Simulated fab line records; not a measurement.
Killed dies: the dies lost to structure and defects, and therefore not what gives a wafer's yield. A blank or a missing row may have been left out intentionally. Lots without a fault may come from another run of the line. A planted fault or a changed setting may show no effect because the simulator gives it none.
fab line records	flow n5-finfet
record lots=5	wafers=15	last-day=17
route steps=1938 shown BEOL_M4@1082 BEOL_M5@1112 PASSIVATION@1936
lots that met no fault: from a run of the same line without faults
start-h: start of the lot's first displayed wafer, in hours after the record's first day	wait-h: hours elapsed since this lot's preceding step	" same as the row above	L1.1+2: several wafers, shown together as one row	- no value present, or no start provided	* or withheld: withheld	< > ~ a bound
route shown NAME@n: a module of which the file shows steps, and the number in the route of the first	usual: the fault-free wafers' mean and standard deviation	same: alike in all rows	chamber/n: place in a boat	sites: the reading at each site	_std_site: standard deviation of those values	_edge_site: the outer-site mean with the inner-site mean subtracted	radius-mm: how far each site lies from the wafer's centre	mask NAME#n: copy n	behind: the last tool/chamber to shape the wafer	hold: why the lot was held/for how many hours/how that ended	device: which transistor (n, p or np) failed to switch	end of line: the route-end tests of the same wafers	a step without rows: its recipe alone	killed: the dies lost at the first sort to structure and to defects; this is not the yield of the wafer	map: shows each die of a wafer: x if killed, . if not, _ if none is there
set.NAME: the setting as run; set.NAME@STEP: as run at that earlier step	model.NAME: the simulator's own value behind a step, which no gauge read
lots at some steps of the route; a table a step, a row a wafer
## steps
# step N5_BEOL_M4_SURFACE_TREAT_85
# recipe gas=Ar	time-s=*	ion-energy-ev=*	ion-current-ma-cm2=0.5	pressure-mtorr=*	ar-flow-sccm=30
# step N5_BEOL_M4_CVD_47
# recipe material=Co	target-thk-a=30	temp-c=withheld	precursor=CCTBA/H2	pressure-torr=30	time-s=223.8
# step N5_BEOL_M4_SPUTTER_48
# recipe material=Cu	target-thk-a=45	temp-c=-20	chamber-pressure-pa=0.07	power-w=withheld	time-s=8.29
# usual throttle-valve-pct=29.6/1.2
lot.wafer	tool	chamber	start-h	wait-h	throttle-valve-pct
L417.1	pvd-sputter-01	-	191.62	1.4	27.3
L417.4	"	-	"	"	30.1
L417.6	"	-	"	"	30.3
L425.1	pvd-sputter-02	-	245.49	0.1	29.7
L425.2	"	-	"	"	29.4
L425.5	"	-	"	"	30.1
L426.1	pvd-sputter-03	-	245.96	0.1	29.5
L426.2	"	-	"	"	31.0
L426.4	"	-	"	"	29.5
L430.2	pvd-sputter-03	-	271.16	0.2	31.0
L430.4	"	-	"	"	29.0
L430.5	"	-	"	"	31.7
L433.2	pvd-sputter-01	-	297.77	0.1	27.6
L433.3	"	-	"	"	27.9
L433.6	"	-	"	"	30.6
# step N5_BEOL_M4_ANNEAL_49
# recipe temp-c=400	time-s=240	ambient=vacuum
# step N5_BEOL_M4_SPUTTER_79
# recipe material=Cu	target-thk-a=45	temp-c=-20	chamber-pressure-pa=0.07	power-w=withheld	time-s=8.29
# step N5_BEOL_M4_ANNEAL_80
# recipe temp-c=400	time-s=240	ambient=vacuum
# step N5_BEOL_M4_SPUTTER_81
# recipe material=Cu	target-thk-a=45	temp-c=-20	chamber-pressure-pa=0.07	power-w=withheld	time-s=8.29
# step N5_BEOL_M4_ANNEAL_82
# recipe temp-c=400	time-s=240	ambient=vacuum
# usual heater-power-w=811/81
lot.wafer	tool	chamber	start-h	wait-h	heater-power-w
L417.1	pvd-sputter-01	-	192.14	0.0	872
L417.4	"	-	"	"	915
L417.6	"	-	"	"	883
L425.1	pvd-sputter-02	-	246.01	0.0	849
L425.2	"	-	"	"	813
L425.5	"	-	"	"	814
L426.1	pvd-sputter-03	-	246.48	0.0	626
L426.2	"	-	"	"	739
L426.4	"	-	"	"	808
L430.2	pvd-sputter-03	-	271.68	0.0	755
L430.4	"	-	"	"	826
L430.5	"	-	"	"	877
L433.2	pvd-sputter-01	-	298.29	0.0	882
L433.3	"	-	"	"	847
L433.6	"	-	"	"	911
# step N5_BEOL_M4_SPUTTER_86
# recipe material=Cu	target-thk-a=45	temp-c=-20	chamber-pressure-pa=0.07	power-w=withheld	time-s=8.29
# step N5_BEOL_M4_ANNEAL_87
# recipe temp-c=400	time-s=240	ambient=vacuum
# step N5_BEOL_M4_SPUTTER_88
# recipe material=Cu	target-thk-a=45	temp-c=-20	chamber-pressure-pa=0.07	power-w=withheld	time-s=8.29
# step N5_BEOL_M4_ANNEAL_89
# recipe temp-c=400	time-s=240	ambient=vacuum
# step N5_BEOL_M4_SPUTTER_90
# recipe material=Cu	target-thk-a=45	temp-c=-20	chamber-pressure-pa=0.07	power-w=withheld	time-s=8.29
# usual throttle-valve-pct=29.6/1.2
lot.wafer	tool	chamber	start-h	wait-h	throttle-valve-pct
L417.1	pvd-sputter-01	-	192.72	0.1	27.5
L417.4	"	-	"	"	30.5
L417.6	"	-	"	"	30.1
L425.1	pvd-sputter-02	-	246.59	0.1	29.6
L425.2	"	-	"	"	29.4
L425.5	"	-	"	"	30.3
L426.1	pvd-sputter-03	-	247.06	0.1	29.3
L426.2	"	-	"	"	31.2
L426.4	"	-	"	"	29.3
L430.2	pvd-sputter-03	-	272.26	0.1	31.1
L430.4	"	-	"	"	29.3
L430.5	"	-	"	"	31.8
L433.2	pvd-sputter-01	-	298.87	0.1	27.4
L433.3	"	-	"	"	28.1
L433.6	"	-	"	"	30.4
# step N5_BEOL_M4_ANNEAL_91
# recipe temp-c=400	time-s=240	ambient=vacuum
# step N5_BEOL_M4_SPUTTER_92
# recipe material=Cu	target-thk-a=45	temp-c=-20	chamber-pressure-pa=0.07	power-w=withheld	time-s=8.29
# step N5_BEOL_M4_ANNEAL_93
# recipe temp-c=400	time-s=240	ambient=vacuum
# usual heater-power-w=810/80
lot.wafer	tool	chamber	start-h	wait-h	heater-power-w
L417.1	pvd-sputter-01	-	193.02	0.0	874
L417.4	"	-	"	"	897
L417.6	"	-	"	"	916
L425.1	pvd-sputter-02	-	246.89	0.0	842
L425.2	"	-	"	"	818
L425.5	"	-	"	"	833
L426.1	pvd-sputter-03	-	247.36	0.0	651
L426.2	"	-	"	"	755
L426.4	"	-	"	"	822
L430.2	pvd-sputter-03	-	272.56	0.0	756
L430.4	"	-	"	"	781
L430.5	"	-	"	"	867
L433.2	pvd-sputter-01	-	299.17	0.0	878
L433.3	"	-	"	"	870
L433.6	"	-	"	"	908
# step N5_BEOL_M4_SPUTTER_94
# recipe material=Cu	target-thk-a=45	temp-c=-20	chamber-pressure-pa=0.07	power-w=withheld	time-s=8.29
# step N5_BEOL_M4_ANNEAL_95
# recipe temp-c=400	time-s=240	ambient=vacuum
# usual heater-power-w=811/80
lot.wafer	tool	chamber	start-h	wait-h	heater-power-w
L417.1	pvd-sputter-01	-	193.24	0.0	887
L417.4	"	-	"	"	881
L417.6	"	-	"	"	916
L425.1	pvd-sputter-02	-	247.11	0.0	823
L425.2	"	-	"	"	811
L425.5	"	-	"	"	829
L426.1	pvd-sputter-03	-	247.58	0.0	624
L426.2	"	-	"	"	749
L426.4	"	-	"	"	816
L430.2	pvd-sputter-03	-	272.78	0.0	751
L430.4	"	-	"	"	825
L430.5	"	-	"	"	875
L433.2	pvd-sputter-01	-	299.39	0.0	872
L433.3	"	-	"	"	839
L433.6	"	-	"	"	896
# step N5_BEOL_M4_SPUTTER_96
# recipe material=Cu	target-thk-a=45	temp-c=-20	chamber-pressure-pa=0.07	power-w=withheld	time-s=8.29
# step N5_BEOL_M4_ECD_50
# recipe material=Cu	target-thk-a=3000
# step N5_BEOL_M4_ANNEAL_51
# recipe temp-c=225	time-s=90	ambient=N2
# usual wafer_temp_C_max=225.73/0.22
lot.wafer	tool	chamber	start-h	wait-h	wafer_temp_C_max
L417.1	rtp-anneal-02	0	193.58	0.1	225.93
L417.4	"	0	"	"	225.76
L417.6	"	0	"	"	225.64
L425.1	rtp-anneal-01	0	247.45	0.1	225.53
L425.2	"	0	"	"	225.69
L425.5	"	0	"	"	225.65
L426.1	rtp-anneal-01	0	247.91	0.1	225.97
L426.2	"	0	"	"	225.43
L426.4	"	0	"	"	226.07
L430.2	rtp-anneal-02	0	273.16	0.1	225.71
L430.4	"	0	"	"	225.91
L430.5	"	0	"	"	226.09
L433.2	rtp-anneal-02	0	299.77	0.1	225.69
L433.3	"	0	"	"	225.61
L433.6	"	0	"	"	225.54
# step N5_BEOL_M4_CMP_52
# recipe stop-on=SiOC	t-overpolish-s=6.8	down-force-psi=1	platen-rpm=50	clearing-platen-down-force-psi=1.5	clearing-platen-rpm=50	post-cmp-clean=cu-alkaline	target-thk-nm=40	clearing-platen-pad-velocity-m-s=0.99484	pad-velocity-m-s=0.99484
# step N5_BEOL_M4_PRE_CLEAN_60
# recipe gas=NH3/H2	time-s=15	temp-c=*	rf-power-w=300
# step N5_BEOL_M4_CO_CAP_55
# recipe material=Co	target-thk-a=20	temp-c=200	precursor=CCTBA/H2	pressure-torr=30	time-s=102.1
# step N5_BEOL_M4_PRE_CLEAN_56
# recipe gas=NH3	time-s=15	temp-c=withheld	rf-power-w=300
# step N5_BEOL_M4_DEP_57
# recipe material=SiCN	target-thk-a=80	temp-c=withheld	precursor=3MS/NH3	pressure-torr=3	rf-w=202	time-s=14
# step N5_BEOL_M4_RS_MEAS_58
# recipe thk-meas-gauge=four-point-probe	reads=Co_of_BEOL_M4_CO_CAP_55+Cu_of_BEOL_M4_ECD_50+Co_of_BEOL_M4_CVD_47+TaN_of_BEOL_M4_ALD_84
# usual M4_RS=0.67/0.031
lot.wafer	tool	chamber	start-h	wait-h	M4_RS[ohm/sq]
L417.1	film-metro-01	-	194.44	0.0	0.69
L417.4	"	-	"	"	0.65
L417.6	"	-	"	"	0.62
L425.1	film-metro-01	-	248.30	0.0	0.69
L425.2	"	-	"	"	0.71
L425.5	"	-	"	"	0.69
L426.1	film-metro-02	-	248.77	0.0	0.68
L426.2	"	-	"	"	0.71
L426.4	"	-	"	"	0.70
L430.2	film-metro-02	-	274.00	0.1	0.67
L430.4	"	-	"	"	0.66
L430.5	"	-	"	"	0.67
L433.2	film-metro-02	-	300.58	0.1	0.62
L433.3	"	-	"	"	0.66
L433.6	"	-	"	"	0.70
# step N5_BEOL_M4_RC_MEAS_101
# usual DIBL_N=36.1/1.5	DIBL_P=36.1/1.9	IOFF_N=0.159/0.029	IOFF_P=0.21/0.038	ION_N=675/11	ION_P=464/8.1	SS_N=71.5/0.57	SS_P=73.3/0.64	VT_N=249/3.1	VT_P=-250/3.8
lot.wafer	tool	chamber	start-h	wait-h	DIBL_N[mV/V]	DIBL_P[mV/V]	IOFF_N[nA/um]	IOFF_P[nA/um]	ION_N[uA/um]	ION_P[uA/um]	SS_N[mV/dec]	SS_P[mV/dec]	VT_N[mV]	VT_P[mV]
L417.1	prober-01	0	194.50	0.0	34.2	33.8	0.128	0.17	677	464	70.9	72.9	250	-252
L417.4	"	0	"	"	33.7	32.9	0.117	0.17	657	451	71.3	72.1	254	-253
L417.6	"	0	"	"	34.5	35.0	0.151	0.21	686	471	71.1	73.0	251	-249
L425.1	prober-01	0	248.35	0.0	36.7	37.0	0.166	0.22	682	465	71.9	73.0	248	-248
L425.2	"	0	"	"	36.1	36.4	0.141	0.20	680	464	71.0	73.5	252	-250
L425.5	"	0	"	"	34.4	34.9	0.118	0.18	662	458	71.3	73.1	254	-251
L426.1	prober-02	0	249.11	0.3	34.2	33.0	0.137	0.16	675	455	70.6	73.3	249	-255
L426.2	"	0	"	"	38.1	37.4	0.207	0.22	685	458	71.4	73.5	244	-252
L426.4	"	0	"	"	34.7	33.6	0.149	0.17	678	456	70.5	73.0	248	-256
L430.2	prober-01	0	274.21	0.2	34.7	36.8	0.152	0.21	679	465	71.5	73.2	249	-249
L430.4	"	0	"	"	37.4	40.7	0.218	0.29	696	479	72.7	74.3	245	-247
L430.5	"	0	"	"	35.5	37.2	0.162	0.22	684	468	71.3	72.6	248	-247
L433.2	prober-02	0	300.79	0.2	36.5	37.5	0.160	0.21	679	460	71.0	74.1	250	-253
L433.3	"	0	"	"	36.1	37.1	0.158	0.20	669	453	71.5	73.8	250	-253
L433.6	"	0	"	"	34.9	36.2	0.147	0.19	671	456	71.0	73.5	249	-254
# step N5_BEOL_M5_ILD_DEP_00
# recipe material=SiCOH_lowk	target-thk-a=1406.4	temp-c=300	precursor=DEMS/porogen	pressure-torr=5	rf-w=500	time-s=25.9
# step N5_BEOL_M5_CURE_79
# recipe temp-c=385	time-s=240	ambient=He/Ar	material=SiCOH_lowk
# step N5_BEOL_M5_THK_MEAS_01
# recipe reads=SiCOH_lowk_of_BEOL_M5_ILD_DEP_00
# usual M5_ILD_THK=121.5/1.6
lot.wafer	tool	chamber	start-h	wait-h	M5_ILD_THK[nm]
L417.1	film-metro-01	-	196.03	0.4	120.4
L417.4	"	-	"	"	124.1
L417.6	"	-	"	"	121.1
L425.1	film-metro-02	-	249.89	0.4	120.8
L425.2	"	-	"	"	119.6
L425.5	"	-	"	"	122.2
L426.1	film-metro-02	-	250.65	0.4	122.3
L426.2	"	-	"	"	119.0
L426.4	"	-	"	"	122.2
L430.2	film-metro-02	-	275.59	0.4	120.6
L430.4	"	-	"	"	124.0
L430.5	"	-	"	"	123.9
L433.2	film-metro-02	-	302.17	0.4	120.8
L433.3	"	-	"	"	121.2
L433.6	"	-	"	"	122.2
# step N5_BEOL_M5_PECVD_70
# recipe material=SiO2	target-thk-a=160	temp-c=400	precursor=TEOS/O2	pressure-torr=5.5	rf-w=450	teos-flow-sccm=53.8	gas=O2	flow-sccm=3000	time-s=18
# step N5_BEOL_M5_HM_DEP_02
# recipe material=TiN	target-thk-a=200	temp-c=25	chamber-pressure-pa=0.49996
# step N5_BEOL_M5_COAT_59
# recipe resist=SOC	temp-c=250	time-s=60	spin-rpm=1500	resist-thk-nm=60
# step N5_BEOL_M5_COAT_60
# recipe resist=SiARC	temp-c=220	time-s=60	spin-rpm=1500	resist-thk-nm=12
# step N5_BEOL_M5_COAT_71
# recipe resist=underlayer	temp-c=205	time-s=60	spin-rpm=1500	resist-thk-nm=5
# step N5_BEOL_M5_COAT_05
# recipe resist=CAR-EUV	spin-rpm=1500	resist-thk-nm=30
# step N5_BEOL_M5_EBR_07
# recipe solvent=PGMEA	ebr-width-mm=1.5
# step N5_BEOL_M5_SOFTBAKE_06
# recipe temp-c=110	time-s=60	resist=CAR-EUV
# step N5_BEOL_M5_EXPOSE_08
# recipe mask-id=M5	na=0.33	source-shape=annular	sigma-inner=0.4	sigma-outer=0.8	polarization=unpolarized	target-cd-nm=28	dose-mj=35.75
# step N5_PASSIVATION_PROBE_49
# usual defect-limited-yield=91.5/1.6	killed_at_M0_to_M3=33/10	killed_at_M4_up=13/5.6	killed-at-contacts=13/6	killed-at-front-end=39/12	killed-at-other=3.0/2.8	killed-dies=101/19	killed-open=65/13	killed-short=32/8.3	sort_bin_5_function=5.0/1	sort_bin_6_memory=3.1/0.69	sort-n-pass=1079/19	sort-yield-pct=91.5/1.6
# same gross-dies=1180	killed-at-back-side=0	sort_bin_4_leakage[%]=0	sort_bin_8_speed[%]=0
lot.wafer	tool	chamber	start-h	wait-h	defect-limited-yield[%]	killed_at_M0_to_M3	killed_at_M4_up	killed-at-contacts	killed-at-front-end	killed-at-other	killed-dies	killed-open	killed-short	sort_bin_5_function[%]	sort_bin_6_memory[%]	sort-n-pass	sort-yield-pct[%]
L430.5	prober-01	-	377.09	0.2	86.1	35	101	7	21	0	164	43	24	8.9	3.6	1016	86.1
# killed by level:class
L430.5 BEOL_M4:unspecified=94 BEOL_M3:geometric-particle:open=9 BEOL_M0_SAQP:geometric-particle:short=7 BEOL_M2:geometric-particle:open=7 MOL_CONTACT_COAG:geometric-particle:open=6 FIN_SAQP:geometric-particle:short=5 BEOL_M0_SAQP:geometric-particle:open=4 STI_FIN_REVEAL:geometric-particle:open=3
# map L430.5 (x killed, . not)
_________________.........x..________________
______________.................._____________
___________x......................x__________
__________.........................._________
________...........................xx._______
_______...x.....x......................______
______....x...............x............._____
_____...............x...........x.....x..____
____......................................___
___......x...x.............................__
___.............x.....x.........x..........__
__...........x...............x.x......x....._
__.........x...............x................_
_...........x..............x.x..........x....
_x...........x.......x.x...........x.........
_......x.....x............x........x.........
_..............x............x................
_............................................
_................x...........................
_...........................x.........x......
_...x................x........x...x..........
__......x.......x..x....x.....x...xx...x...._
__.........x.x...x..x...x..................._
___....x..x..xxxxx.x.....................x.__
___.....xxxxxxxx.xx........................__
____..xxxxxxxxxxxxxxx.............x.......___
_____.xx.xxxxxxxxxxxx..x.............x...____
______xxxxxxxxxxxxxxx...x..........x...._____
_______x.xxxxxxxxxx.x.........x........______
________.xxxxxxxxxxx.................._______
__________xxx.xxx.xx................_________
___________.x.x..x.................__________
______________x..x.............._____________
_________________..x.........________________
# map L426.1 (x killed, . not)
_________________............________________
______________.................._____________
___________.x.................x.x..__________
__________.........................._________
________.............................._______
_______..x...x...x..xx...x......x......______
______.................................._____
_____.........x..........xx...........x..____
____.........x..xx.......................x___
___........x..............xx...............__
___......x.....xx.......x..................__
__..x....x..x.......................x......._
__.....xx...x......x....x..................._
_............................................
_..x......................................x..
_....x.x.............................x.......
_....x.........x.......x........x.x....x.x...
_x...x..............................x........
_..x......................................x.x
_..........................x.x....x..........
_....x.............x.........................
__.....x........................x..........._
__.................x........................_
___...........xx...x................x..x...__
___..........xx.................x.....x....__
____....................................x.___
_____.........x.......x...x...x..........____
______........................x........._____
_______....x.................x...x.....______
________...x..................x......._______
__________...x......................_________
___________x.....................x.__________
______________...x.......x..x..._____________
_________________........x..x________________
## key
first-sign step=N5_PASSIVATION_PROBE_49	reading=killed_at_M4_up	direction=up	sigmas=16	usual=13	struck=101
effect step=N5_PASSIVATION_PROBE_49	reading=defect-limited-yield	direction=down	sigmas=3.3	usual=91.5	struck=86.1
more-kills-born-at N5_BEOL_M4_SPUTTER_90@pvd-sputter-03=94
met-at N5_BEOL_M4_SPUTTER_90
struck-wafers L430.5
fault kind=chamber-particle-source	tool=pvd-sputter-03	chamber=-	onset-h=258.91	steps=N5_BEOL_M4_SPUTTER_90	rate-per-visit-cm2=0.4671	scope=struck-wafers-only
